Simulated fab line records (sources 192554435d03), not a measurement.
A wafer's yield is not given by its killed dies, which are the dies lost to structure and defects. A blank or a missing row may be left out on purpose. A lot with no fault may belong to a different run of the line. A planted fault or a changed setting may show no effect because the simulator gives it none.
Matching of chambers :: flow n5Finfet :: cmp-02 running N5_BEOL_M7_CMP_52: 4 sister chambers
The step polishes, stops on SiCOH lowk, t overpolish 6.9 s, target thk 80 nm. 16 wafers are shown with their chamber, then 8 later ones without.

WAFERS WITH THEIR CHAMBER
wafer: L077.1
chamber: 2
motorCurrentA (A): 5.6
barrierFieldEndpointS (s): 29.1
headPressurePsi (psi): 0.9972

wafer: L077.3
chamber: 3
motorCurrentA (A): 6.7
barrierFieldEndpointS (s): 29.1
headPressurePsi (psi): 1.0016

wafer: L077.5
chamber: 1
motorCurrentA (A): 5.6
barrierFieldEndpointS (s): 29.9
headPressurePsi (psi): 1.0017

wafer: L079.1
chamber: 2
motorCurrentA (A): 5.8
barrierFieldEndpointS (s): 27.9
headPressurePsi (psi): 1.0041

wafer: L079.4
chamber: 3
motorCurrentA (A): 5.9
barrierFieldEndpointS (s): 28.5
headPressurePsi (psi): 1.0047

wafer: L079.6
chamber: 0
motorCurrentA (A): 5.6
barrierFieldEndpointS (s): 28.7
headPressurePsi (psi): 1.0001

wafer: L081.1
chamber: 0
motorCurrentA (A): 5.9
barrierFieldEndpointS (s): 29.1
headPressurePsi (psi): 1.0011

wafer: L081.4
chamber: 2
motorCurrentA (A): 5.8
barrierFieldEndpointS (s): 29.6
headPressurePsi (psi): 1.0007

wafer: L081.6
chamber: 2
motorCurrentA (A): 5.3
barrierFieldEndpointS (s): 28.8
headPressurePsi (psi): 1.0033

wafer: L085.2
chamber: 2
motorCurrentA (A): 5.5
barrierFieldEndpointS (s): 29.2
headPressurePsi (psi): 1.0011

wafer: L085.4
chamber: 3
motorCurrentA (A): 6.4
barrierFieldEndpointS (s): 29.2
headPressurePsi (psi): 1.0025

wafer: L085.6
chamber: 1
motorCurrentA (A): 6.2
barrierFieldEndpointS (s): 29.1
headPressurePsi (psi): 1.0007

wafer: L087.2
chamber: 2
motorCurrentA (A): 5.5
barrierFieldEndpointS (s): 28.6
headPressurePsi (psi): 1.0012

wafer: L087.5
chamber: 3
motorCurrentA (A): 6.3
barrierFieldEndpointS (s): 28.5
headPressurePsi (psi): 1.0017

wafer: L087.6
chamber: 2
motorCurrentA (A): 5.2
barrierFieldEndpointS (s): 29.0
headPressurePsi (psi): 0.9998

wafer: L088.2
chamber: 0
motorCurrentA (A): 6.0
barrierFieldEndpointS (s): 28.7
headPressurePsi (psi): 0.9998

SIGNATURES (averages over the wafers above)
reading: motorCurrentA
chamber 0: 5.833
chamber 1: 5.900
chamber 2: 5.529
chamber 3: 6.325
scatter within a chamber: 0.275

reading: barrierFieldEndpointS
chamber 0: 28.833
chamber 1: 29.500
chamber 2: 28.886
chamber 3: 28.825
scatter within a chamber: 0.464

reading: headPressurePsi
chamber 0: 1.000333
chamber 1: 1.001200
chamber 2: 1.001057
chamber 3: 1.002625
scatter within a chamber: 0.00179
Rule: a wafer's distance from a chamber is the root of the sum, over the readings, of the square of ((its reading less the chamber's mean) divided by the reading's scatter). If the next closest chamber is less than 2 further off than the closest, the wafer can't be placed; otherwise it belongs to the closest. The scatter: the root of (the sum of the squares of (reading less its chamber's mean) over the shown wafers, divided by (wafers less chambers)).

WAFERS WITHOUT THEIR CHAMBER
wafer: L088.3
motorCurrentA (A): 5.7
barrierFieldEndpointS (s): 28.7
headPressurePsi (psi): 0.9987

wafer: L088.5
motorCurrentA (A): 6.5
barrierFieldEndpointS (s): 29.3
headPressurePsi (psi): 1.0009

wafer: L090.1
motorCurrentA (A): 5.8
barrierFieldEndpointS (s): 28.3
headPressurePsi (psi): 1.0015

wafer: L090.3
motorCurrentA (A): 5.7
barrierFieldEndpointS (s): 28.5
headPressurePsi (psi): 0.9986

wafer: L090.6
motorCurrentA (A): 5.5
barrierFieldEndpointS (s): 28.4
headPressurePsi (psi): 1.0017

wafer: L089.2
motorCurrentA (A): 5.6
barrierFieldEndpointS (s): 28.1
headPressurePsi (psi): 0.9953

wafer: L089.3
motorCurrentA (A): 6.2
barrierFieldEndpointS (s): 28.3
headPressurePsi (psi): 1.0044

wafer: L089.6
motorCurrentA (A): 5.8
barrierFieldEndpointS (s): 27.7
headPressurePsi (psi): 1.0005

CHAMBER TAKEN BY EACH
wafer: L088.3
from the rows above: can't be placed: 0 or 2 or 1
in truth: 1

wafer: L088.5
from the rows above: can't be placed: 3 or 1 or 0
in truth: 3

wafer: L090.1
from the rows above: can't be placed: 0 or 2 or 3 or 1
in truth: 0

wafer: L090.3
from the rows above: can't be placed: 0 or 2 or 1 or 3
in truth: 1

wafer: L090.6
from the rows above: can't be placed: 2 or 0 or 1
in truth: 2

wafer: L089.2
from the rows above: can't be placed: 0 or 2 or 1 or 3
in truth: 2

wafer: L089.3
from the rows above: can't be placed: 3 or 0 or 2 or 1
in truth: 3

wafer: L089.6
from the rows above: can't be placed: 0 or 2 or 3 or 1
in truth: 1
Correctly placed: 0 of 8. Not placeable from these rows: 8 (in 8, the candidates include the true chamber). Number placed wrongly: 0.
